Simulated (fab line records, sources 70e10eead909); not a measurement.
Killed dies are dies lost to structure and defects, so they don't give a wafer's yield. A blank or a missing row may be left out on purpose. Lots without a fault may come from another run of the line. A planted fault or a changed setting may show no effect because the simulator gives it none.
Which tool did it? | flow nand_harc | 11 lots, 33 wafers sampled, at 5 steps of a route of 1302

WHAT THE GAUGES READ, wafer by wafer
NHARC_A_BLC_CD_MEAS_19.
lot  | measured     | on        | cd_nm (nm)
L662 | day 21 21:08 | cd_sem-03 | 101.1 102.1 101.1
L664 | day 23 00:44 | cd_sem-03 | 96.5 102.3 103.5
L665 | day 23 03:01 | cd_sem-02 | 98.0 100.3 103.3
L668 | day 24 21:56 | cd_sem-02 | 99.5 98.8 103.1
L672 | day 26 23:42 | cd_sem-01 | 99.2 97.9 98.3
L673 | day 27 01:18 | cd_sem-03 | 102.2 100.0 103.3
L677 | day 28 01:54 | cd_sem-01 | 98.2 95.6 98.0
L676 | day 28 03:41 | cd_sem-01 | 99.9 100.0 98.7
L675 | day 28 09:15 | cd_sem-02 | 94.5 99.9 96.8
L681 | day 30 05:01 | cd_sem-03 | 98.9 96.5 102.5
L680 | day 30 08:59 | cd_sem-01 | 98.5 99.4 98.9

NHARC_A_M0_CD_MEAS_09: target cd 80 nm.
lot  | measured     | on        | cd_nm (nm)
L662 | day 21 23:54 | cd_sem-01 | 79.4 78.9 78.6
L664 | day 23 03:31 | cd_sem-02 | 80.5 80.9 79.9
L665 | day 23 05:47 | cd_sem-01 | 79.4 79.7 80.5
L668 | day 25 00:50 | cd_sem-01 | 80.1 79.5 80.3
L672 | day 27 02:35 | cd_sem-03 | 79.8 78.7 79.0
L673 | day 27 04:04 | cd_sem-01 | 79.1 80.0 80.8
L677 | day 28 04:38 | cd_sem-03 | 79.1 79.9 79.2
L676 | day 28 06:27 | cd_sem-03 | 77.0 77.8 76.5
L675 | day 28 12:19 | cd_sem-02 | 78.7 78.1 76.9
L681 | day 30 07:56 | cd_sem-01 | 79.3 78.3 78.7
L680 | day 30 11:44 | cd_sem-02 | 79.4 80.1 80.3

WHICH TOOL RAN EACH LOT (tool, then ch and the chambers of the sampled wafers, then the start)
lot  | NHARC_A_BLC_DESCUM_15              | NHARC_A_BLC_ETCH_17                           | NHARC_A_M0_PEB_07
L662 | rie_diel-03 ch 2,3, day 21 20:10   | rie_diel-03 ch 0,3, day 21 21:08 or earlier   | litho_track-06 ch 0, day 21 23:49
L664 | rie_diel-03 ch 1,2,3, day 22 23:46 | rie_diel-03 ch 1,3, day 23 00:44 or earlier   | litho_track-04 ch 0, day 23 03:26
L665 | rie_diel-03 ch 1,2,3, day 23 02:04 | rie_diel-03 ch 1,2, day 23 03:01 or earlier   | litho_track-01 ch 0, day 23 05:42
L668 | rie_diel-03 ch 0,1,2, day 24 20:59 | rie_diel-03 ch 1,2,3, day 24 21:56 or earlier | litho_track-01 ch 0, day 25 00:45
L672 | rie_diel-02 ch 1,2, day 26 22:44   | rie_diel-02 ch 1,2,3, day 26 23:42 or earlier | litho_track-01 ch 0, day 27 02:30
L673 | rie_diel-05 ch 0,2,3, day 27 00:20 | rie_diel-05 ch 0,2, day 27 01:18 or earlier   | litho_track-01 ch 0, day 27 03:59
L677 | rie_diel-02 ch 1,2, day 28 00:56   | rie_diel-02 ch 1,3, day 28 01:54 or earlier   | litho_track-06 ch 0, day 28 04:34
L676 | rie_diel-02 ch 1,3, day 28 02:43   | rie_diel-02 ch 0,3, day 28 03:41 or earlier   | litho_track-06 ch 0, day 28 06:22
L675 | rie_diel-02 ch 0,2,3, day 28 08:18 | rie_diel-02 ch 2,3, day 28 09:15 or earlier   | litho_track-06 ch 0, day 28 12:14
L681 | rie_diel-02 ch 0,2,3, day 30 04:04 | rie_diel-02 ch 0,1,2, day 30 05:01 or earlier | litho_track-01 ch 0, day 30 07:52
L680 | rie_diel-03 ch 0,2,3, day 30 07:54 | rie_diel-03 ch 0,2,3, day 30 08:59 or earlier | litho_track-04 ch 0, day 30 11:40
- NHARC_A_BLC_DESCUM_15: chemistry O2, time 3 s.
- NHARC_A_BLC_ETCH_17: etches the open film in N2/H2, target depth 390 nm, time 609.38 s.
- NHARC_A_M0_PEB_07: peb time 65 s.

WHAT THE TOOLS THEMSELVES READ (means of the sampled wafers that have a number; where no wafer has one, the mark that the record gives instead)
NHARC_A_BLC_DESCUM_15.
lot  | tool        | drypump_motor_current_A (A) | o2_flow_sccm (sccm) | oes_product_au (a.u.) | rf_vpp_V (V) | showerhead_plenum_p_Torr (Torr) | throttle_valve_pct (%)
L662 | rie_diel-03 | 6.1                         | 200.1               | 0.997                 | 57.5         | 1.96                            | 11.321
L664 | rie_diel-03 | 6.0                         | 199.5               | 1.005                 | 58.0         | 1.96                            | 11.305
L665 | rie_diel-03 | 6.0                         | 200.1               | 1.002                 | 59.1         | 1.96                            | 11.311
L668 | rie_diel-03 | 5.8                         | 199.8               | 1.000                 | 58.7         | 1.96                            | 11.315
L672 | rie_diel-02 | 5.7                         | 200.4               | 0.992                 | 58.5         | 1.95                            | 11.314
L673 | rie_diel-05 | 5.5                         | 199.8               | 0.995                 | 57.8         | 1.91                            | 11.314
L677 | rie_diel-02 | 5.6                         | 199.8               | 1.002                 | 57.7         | 1.97                            | 11.317
L676 | rie_diel-02 | 5.3                         | 200.0               | 0.999                 | 57.8         | 1.95                            | 11.298
L675 | rie_diel-02 | 5.5                         | 199.6               | 0.999                 | 58.0         | 1.89                            | 11.303
L681 | rie_diel-02 | 5.5                         | 200.0               | 1.004                 | 58.8         | 1.89                            | 11.312
L680 | rie_diel-03 | 5.7                         | 200.5               | 1.007                 | 57.7         | 1.93                            | 11.308

NHARC_A_BLC_ETCH_17.
lot  | tool        | drypump_motor_current_A (A) | oes_product_au (a.u.) | rf_vpp_V (V) | showerhead_plenum_p_Torr (Torr) | throttle_valve_pct (%)
L662 | rie_diel-03 | 5.4                         | 1.008                 | 430.4        | 2.04                            | 14.166
L664 | rie_diel-03 | 5.8                         | 0.997                 | 431.4        | 2.06                            | 14.170
L665 | rie_diel-03 | 6.2                         | 0.998                 | 432.8        | 2.12                            | 14.178
L668 | rie_diel-03 | 6.0                         | 0.998                 | 431.4        | 2.09                            | 14.169
L672 | rie_diel-02 | 5.4                         | 1.000                 | 431.4        | 2.06                            | 14.175
L673 | rie_diel-05 | 5.9                         | 1.000                 | 428.5        | 1.96                            | 14.171
L677 | rie_diel-02 | 5.1                         | 1.009                 | 431.2        | 2.04                            | 14.170
L676 | rie_diel-02 | 5.5                         | 1.008                 | 429.0        | 1.99                            | 14.175
L675 | rie_diel-02 | 5.3                         | 1.006                 | 430.7        | 2.03                            | 14.170
L681 | rie_diel-02 | 5.7                         | 1.004                 | 431.0        | 2.05                            | 14.180
L680 | rie_diel-03 | 5.8                         | 1.000                 | 431.3        | 2.06                            | 14.168

NHARC_A_M0_PEB_07.
lot  | tool           | heater_power_total_W (W)
L662 | litho_track-06 | 157.1
L664 | litho_track-04 | 156.3
L665 | litho_track-01 | 156.8
L668 | litho_track-01 | 156.4
L672 | litho_track-01 | 156.1
L673 | litho_track-01 | 156.5
L677 | litho_track-06 | 157.1
L676 | litho_track-06 | 161.1
L675 | litho_track-06 | 160.8
L681 | litho_track-01 | 156.9
L680 | litho_track-04 | 156.7

THE ANSWER, worked out from the rows above alone
Rule: what is usual is taken from the lots themselves. Put in order of their means at a reading, lots are off if they are a third of the lots or fewer, leave a main group of 4 or more, and stand apart from it by a gap of 3 or more times the standard deviation of the main group's means; of several such gaps the widest counts. A main group whose means are all the same, to the digits that the tables above print for the reading, isn't used. A lot without any number at a reading at which 4 lots or more have one is off too. The other lots that the step has rows for count as sound. The gauges are gone through in route order, then the tools' own readings, and for those a lot's mean is taken as printed above. The first step at which some lot is off is used, and at that step the reading that is off furthest; a lot without a number counts as furthest.
Off: L676, L675, at NHARC_A_M0_PEB_07 (heater_power_total_W). The main group: mean 156.7 W, standard deviation 0.33.
A tool fits if, at that step or a process step before it, it ran every lot that is off, and no sound lot after the first of them. NHARC_A_BLC_ETCH_17 gives no start for some lots, so the hours and the order of its lots are those of NHARC_A_BLC_CD_MEAS_19. One fits: litho_track-06 at NHARC_A_M0_PEB_07. Its last sound lot is L677 (day 28 04:34), its first lot that is off L676 (day 28 06:22): a fault that began between those two fits.
The tool's own readings at NHARC_A_M0_PEB_07 bear it out: on the lots that are off they differ by more than 5 times the standard deviation of the sound lots' means. heater_power_total_W reads 160.9 W there against 156.7 W on the sound lots.

WHAT THE SIMULATOR HAD PUT IN
Process parameter drift: litho_track-06, from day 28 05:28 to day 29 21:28, at NHARC_A_M0_PEB_07. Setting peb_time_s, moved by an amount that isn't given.
Lots struck among those shown: L676, L675. The rule above found the same.
